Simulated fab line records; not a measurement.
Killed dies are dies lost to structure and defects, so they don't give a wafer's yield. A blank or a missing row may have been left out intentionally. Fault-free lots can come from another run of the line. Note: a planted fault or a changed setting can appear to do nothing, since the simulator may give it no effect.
Chamber matching	flow nand-harc	4 sister chambers for NHARC_A_STAIRCASE_CMP_152 on cmp-02
The step polishes. 4 wafers are shown with their chamber, then 7 later ones without.

## WAFERS WITH THEIR CHAMBER
wafer	chamber	motor-current-A (A)
L085.1	1	11.8
L085.3	2	13.1
L087.1	0	9.0
L087.2	3	12.7

## WAFERS WITH NO CHAMBER GIVEN
wafer	motor-current-A (A)
L087.3	11.5
L088.2	13.6
L088.5	9.6
L088.6	10.9
L092.1	12.6
L092.2	9.4
L092.4	10.7

## THE CHAMBER EACH PASSED THROUGH
wafer	from the rows above	in truth
L087.3	can't be placed: 1 or 3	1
L088.2	can't be placed: 2 or 3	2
L088.5	0	0
L088.6	can't be placed: 1 or 3 or 0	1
L092.1	can't be placed: 3 or 2 or 1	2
L092.2	0	0
L092.4	can't be placed: 1 or 0 or 3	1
Correct placement for 2 of the 7. From these rows, 5 cannot be placed; in 5 the true chamber is one of the candidates. Number placed wrongly: 0.
How it was worked out, from the rows above alone: a wafer's distance from a chamber is the root of the sum, over the readings, of the square of ((its reading less the chamber's mean) divided by the reading's scatter). If the next closest chamber is less than 2 further off than the closest, the wafer can't be placed; otherwise it belongs to the closest. Each chamber's mean is taken over the wafers shown for it. The scatter: root of mean squared gap, hidden wafer to nearest shown wafer, with one shown wafer a chamber.
